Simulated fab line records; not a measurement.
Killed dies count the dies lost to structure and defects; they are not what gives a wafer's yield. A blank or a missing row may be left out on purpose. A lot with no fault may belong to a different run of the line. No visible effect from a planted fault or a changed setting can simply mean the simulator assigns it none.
Which of the tools did it? || flow nand-harc || 12 lots, 36 wafers sampled, at 2 steps of a route of 1159

## WHAT EACH GAUGE READ, for each wafer
NHARC_P_M0_THK_MEAS_24: measures by xrf.
{"lot": "L075", "measured": "day 5 22:24", "on": "film-metro-01", "thk-nm (nm)": "117.6 117.0 118.9"}
{"lot": "L076", "measured": "day 6 19:01", "on": "film-metro-02", "thk-nm (nm)": "115.5 118.3 118.8"}
{"lot": "L078", "measured": "day 7 03:53", "on": "film-metro-01", "thk-nm (nm)": "116.4 114.9 116.3"}
{"lot": "L080", "measured": "day 7 17:38", "on": "film-metro-01", "thk-nm (nm)": "116.1 118.2 116.2"}
{"lot": "L083", "measured": "day 8 10:32", "on": "film-metro-01", "thk-nm (nm)": "121.3 118.2 121.7"}
{"lot": "L087", "measured": "day 9 21:04", "on": "film-metro-02", "thk-nm (nm)": "117.9 117.5 119.0"}
{"lot": "L085", "measured": "day 9 21:46", "on": "film-metro-02", "thk-nm (nm)": "116.3 117.3 118.6"}
{"lot": "L089", "measured": "day 10 01:55", "on": "film-metro-01", "thk-nm (nm)": "118.0 113.9 119.3"}
{"lot": "L092", "measured": "day 10 08:03", "on": "film-metro-02", "thk-nm (nm)": "117.8 117.9 119.4"}
{"lot": "L094", "measured": "day 10 15:08", "on": "film-metro-02", "thk-nm (nm)": "117.2 120.2 118.6"}
{"lot": "L095", "measured": "day 11 08:30", "on": "film-metro-02", "thk-nm (nm)": "118.5 116.4 117.4"}
{"lot": "L097", "measured": "day 11 18:17", "on": "film-metro-02", "thk-nm (nm)": "114.4 117.8 117.7"}

## WHICH TOOL RAN EACH LOT (tool, then ch and the chambers of the sampled wafers, then the start)
{"lot": "L075", "NHARC_P_CONTACT_ALD_22": "ald-metal-01 ch 1,2,3, day 5 17:46"}
{"lot": "L076", "NHARC_P_CONTACT_ALD_22": "ald-metal-03 ch 0,3, day 6 12:13"}
{"lot": "L078", "NHARC_P_CONTACT_ALD_22": "ald-metal-02 ch 0,1,2, day 6 17:35"}
{"lot": "L080", "NHARC_P_CONTACT_ALD_22": "ald-metal-01 ch 0,1,3, day 7 07:25"}
{"lot": "L083", "NHARC_P_CONTACT_ALD_22": "ald-metal-01 ch 0,2, day 8 04:32"}
{"lot": "L087", "NHARC_P_CONTACT_ALD_22": "ald-metal-02 ch 0,1,2, day 9 06:53"}
{"lot": "L085", "NHARC_P_CONTACT_ALD_22": "ald-metal-03 ch 0,1, day 9 09:55"}
{"lot": "L089", "NHARC_P_CONTACT_ALD_22": "ald-metal-02 ch 0,1,3, day 9 18:46"}
{"lot": "L092", "NHARC_P_CONTACT_ALD_22": "ald-metal-01 ch 1,2,3, day 10 03:21"}
{"lot": "L094", "NHARC_P_CONTACT_ALD_22": "ald-metal-02 ch 1,2,3, day 10 09:46"}
{"lot": "L095", "NHARC_P_CONTACT_ALD_22": "ald-metal-02 ch 0,2,3, day 10 22:53"}
{"lot": "L097", "NHARC_P_CONTACT_ALD_22": "ald-metal-01 ch 0,1,3, day 11 13:44"}
- NHARC_P_CONTACT_ALD_22: deposits TiN, target thk 3 nm, pulse time 1 s, ald cycles 150.

## THE ANSWER, worked out from the rows above alone
Rule: the usual values come from the lots themselves. The widest of any qualifying gaps counts: lots, ordered by their means at a reading, are off when they make up no more than a third of the lots, leave a main group of 4 or more, and stand apart from it by 3 or more times the standard deviation of that group's means. A main group is skipped when, at the precision printed for the reading in the tables above, its means are all equal. A lot without any number at a reading at which 4 lots or more have one is off too. Any other lot the step has rows for is counted as sound.
Nothing can be told from this: no lot is off at any reading shown.

## WHAT THE SIMULATOR HAD INSERTED
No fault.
